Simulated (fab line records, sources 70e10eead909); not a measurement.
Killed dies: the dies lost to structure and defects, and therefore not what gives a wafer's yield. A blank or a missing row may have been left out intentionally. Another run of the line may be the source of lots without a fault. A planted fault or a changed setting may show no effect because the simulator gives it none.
The tool behind it: which one? | flow nand harc | 13 lots with 39 wafers sampled at 5 steps, on a route of 1159 steps

WHAT EACH GAUGE READ, for each wafer
NHARC_THIN_TSV_CD_MEAS_16. Usual: cd nm reads 1000.0 nm (standard deviation 1.5).
lot  | measured     | on        | cd nm (nm)           | flag
L902 | day 19 07:01 | cd sem-03 | 1000.6 998.0 998.6   |
L903 | day 18 23:11 | cd sem-02 | 1000.7 1001.5 1001.0 |
L904 | day 19 01:35 | cd sem-03 | 996.7 999.2 999.1    |
L905 | day 19 00:26 | cd sem-02 | 998.8 999.4 1000.4   |
L908 | day 20 12:27 | cd sem-01 | 999.0 1002.8 998.3   |
L906 | day 20 02:40 | cd sem-02 | 996.9 999.3 999.1    |
L909 | day 21 07:53 | cd sem-01 | 998.4 998.5 999.2    |
L911 | day 21 14:26 | cd sem-02 | 999.2 998.1 997.2    |
L915 | day 22 16:09 | cd sem-01 | 999.5 999.5 999.2    |
L913 | day 22 17:31 | cd sem-01 | 999.5 997.2          |
L916 | day 23 00:58 | cd sem-01 | 1002.6 999.9 999.9   |
L923 | day 24 07:08 | cd sem-01 | 999.9 1000.1 997.8   |
L922 | day 24 11:04 | cd sem-01 | 1000.3 999.8 998.0   |

NHARC_END_SORT_01. Usual: killed at array 31, standard deviation 12; killed at other 0.6, standard deviation 0.85; killed at periphery 3.0, standard deviation 2.3; killed dies 35, standard deviation 12; killed open 3.2, standard deviation 1.9; killed short 1.8, standard deviation 1.4.
lot  | measured     | on        | killed at array | killed at other | killed at periphery | killed dies | killed open | killed short | flag
L913 | day 23 13:31 | prober-02 | 46 673 38       | 0 1 1           | 1 3 2               | 47 677 41   | 5 3 5       | 2 3 1        | OFF

WHICH TOOL RAN EACH LOT (tool, then ch and the chambers of the sampled wafers, then the start)
lot  | NHARC_A_CHANNEL_HOLE_D1_DEP_01  | NHARC_THIN_TSV_PVD_19                   | NHARC_THIN_TSV_STRIP_56
L902 | pecvd-02 ch 0,1, day 8 21:47    | pvd sputter-02, day 19 12:58 or earlier | plasma asher-01 ch 0,1, day 19 12:58
L903 | pecvd-04 ch 0,2, day 8 22:37    | pvd sputter-03, day 19 05:15 or earlier | plasma asher-02 ch 0,1, day 19 05:15
L904 | pecvd-02 ch 1,2, day 9 05:56    | pvd sputter-01, day 19 07:40 or earlier | plasma asher-02 ch 0,1, day 19 07:40
L905 | pecvd-01 ch 0,1,2, day 9 05:58  | pvd sputter-01, day 19 06:29 or earlier | plasma asher-01 ch 0,1, day 19 06:29
L908 | pecvd-01 ch 1,2, day 10 02:34   | pvd sputter-01, day 20 18:16 or earlier | plasma asher-01 ch 0, day 20 18:16
L906 | pecvd-02 ch 0,2, day 10 03:30   | pvd sputter-01, day 20 08:14 or earlier | plasma asher-02 ch 0,1, day 20 08:14
L909 | pecvd-01 ch 0,1,2, day 10 13:59 | pvd sputter-02, day 21 13:46 or earlier | plasma asher-01 ch 0,1, day 21 13:46
L911 | pecvd-04 ch 0,2, day 11 07:47   | pvd sputter-03, day 21 19:58 or earlier | plasma asher-01 ch 0, day 21 19:58
L915 | pecvd-04 ch 0,2, day 12 00:11   | pvd sputter-03, day 22 21:52 or earlier | plasma asher-02 ch 0,1, day 22 21:52
L913 | pecvd-04 ch 0,1, day 12 01:37   | pvd sputter-02, day 22 23:16 or earlier | plasma asher-01 ch 1, day 22 23:16
L916 | pecvd-01 ch 1,2, day 12 05:43   | pvd sputter-01, day 23 06:55 or earlier | plasma asher-01 ch 0,1, day 23 06:55
L923 | pecvd-02 ch 0,1, day 13 14:52   | pvd sputter-02, day 24 12:51 or earlier | plasma asher-02 ch 0,1, day 24 12:51
L922 | pecvd-01 ch 0,1,2, day 13 16:46 | pvd sputter-03, day 24 17:01 or earlier | plasma asher-02 ch 0,1, day 24 17:01
- NHARC_A_CHANNEL_HOLE_D1_DEP_01: deposits SiON, target thk 140 nm.
- NHARC_THIN_TSV_PVD_19: deposits TaN, target thk 20 nm.
- NHARC_THIN_TSV_STRIP_56: strips in O2.

WHAT THE TOOLS THEMSELVES READ (means of the sampled wafers that have a number; where no wafer has one, the mark that the record gives instead)
NHARC_A_CHANNEL_HOLE_D1_DEP_01. Usual: heater power w reads 753 W (standard deviation 72).
lot  | tool     | heater power w (W) | flag
L902 | pecvd-02 | 773                |
L903 | pecvd-04 | 677                |
L904 | pecvd-02 | 735                |
L905 | pecvd-01 | 781                |
L908 | pecvd-01 | 801                |
L906 | pecvd-02 | 785                |
L909 | pecvd-01 | 813                |
L911 | pecvd-04 | 695                |
L915 | pecvd-04 | 647                |
L913 | pecvd-04 | 743                |
L916 | pecvd-01 | 827                |
L923 | pecvd-02 | 755                |
L922 | pecvd-01 | 835                |

NHARC_THIN_TSV_PVD_19. Usual: throttle valve pct reads 30.4 % (standard deviation 1.1).
lot  | tool           | throttle valve pct (%) | flag
L902 | pvd sputter-02 | 29.5                   |
L903 | pvd sputter-03 | 29.6                   |
L904 | pvd sputter-01 | 31.0                   |
L905 | pvd sputter-01 | 30.7                   |
L908 | pvd sputter-01 | 31.1                   |
L906 | pvd sputter-01 | 30.1                   |
L909 | pvd sputter-02 | 28.6                   |
L911 | pvd sputter-03 | 30.4                   |
L915 | pvd sputter-03 | 30.3                   |
L913 | pvd sputter-02 | 29.2                   |
L916 | pvd sputter-01 | 31.0                   |
L923 | pvd sputter-02 | 28.6                   |
L922 | pvd sputter-03 | 30.5                   |

NHARC_THIN_TSV_STRIP_56. Usual: drypump motor current A 5.8 A, standard deviation 0.5; heater power w 333 W, standard deviation 24.
lot  | tool            | drypump motor current A (A) | heater power w (W) | flag
L902 | plasma asher-01 | 5.6                         | 329                |
L903 | plasma asher-02 | 5.6                         | 318                |
L904 | plasma asher-02 | 6.0                         | 327                |
L905 | plasma asher-01 | 5.6                         | 330                |
L908 | plasma asher-01 | 5.4                         | 334                |
L906 | plasma asher-02 | 6.0                         | 329                |
L909 | plasma asher-01 | 5.7                         | 335                |
L911 | plasma asher-01 | 5.4                         | 328                |
L915 | plasma asher-02 | 5.6                         | 318                |
L913 | plasma asher-01 | 6.1                         | 346                |
L916 | plasma asher-01 | 5.8                         | 345                |
L923 | plasma asher-02 | 5.6                         | 319                |
L922 | plasma asher-02 | 6.0                         | 338                |

THE ANSWER, worked out from the rows above alone
Rule: a lot counts as off when the mean over its wafers that have a number is more than 3 standard deviations away from the usual mean. A lot without any number at a reading at which 4 lots or more have one is off too. The other lots that the step has rows for count as sound. The gauges are gone through in route order, then the tools' own readings, and for those a lot's mean is taken as printed above. The first step at which some lot is off is used, and at that step the reading that is off furthest; a lot without a number counts as furthest.
Off: L913, at NHARC_END_SORT_01 (killed at array). Neither off nor sound, because the step has no rows for them: L902, L903, L904, L905, L908, L906, L909, L911, L915, L916, L923, L922.
If a tool, at a process step before that reading, ran all the lots that are off and no sound lot after the first of them, it fits. Those tools and the gauges at NHARC_END_SORT_01 are tried in the same way. NHARC_THIN_TSV_PVD_19 gives no start for some lots, so the hours and the order of its lots are those of NHARC_THIN_TSV_STRIP_56. Can't be told from this: 4 tools fit, pecvd-04 at NHARC_A_CHANNEL_HOLE_D1_DEP_01, pvd sputter-02 at NHARC_THIN_TSV_PVD_19, plasma asher-01 at NHARC_THIN_TSV_STRIP_56, prober-02 at NHARC_END_SORT_01.

WHAT WAS PUT IN BY THE SIMULATOR
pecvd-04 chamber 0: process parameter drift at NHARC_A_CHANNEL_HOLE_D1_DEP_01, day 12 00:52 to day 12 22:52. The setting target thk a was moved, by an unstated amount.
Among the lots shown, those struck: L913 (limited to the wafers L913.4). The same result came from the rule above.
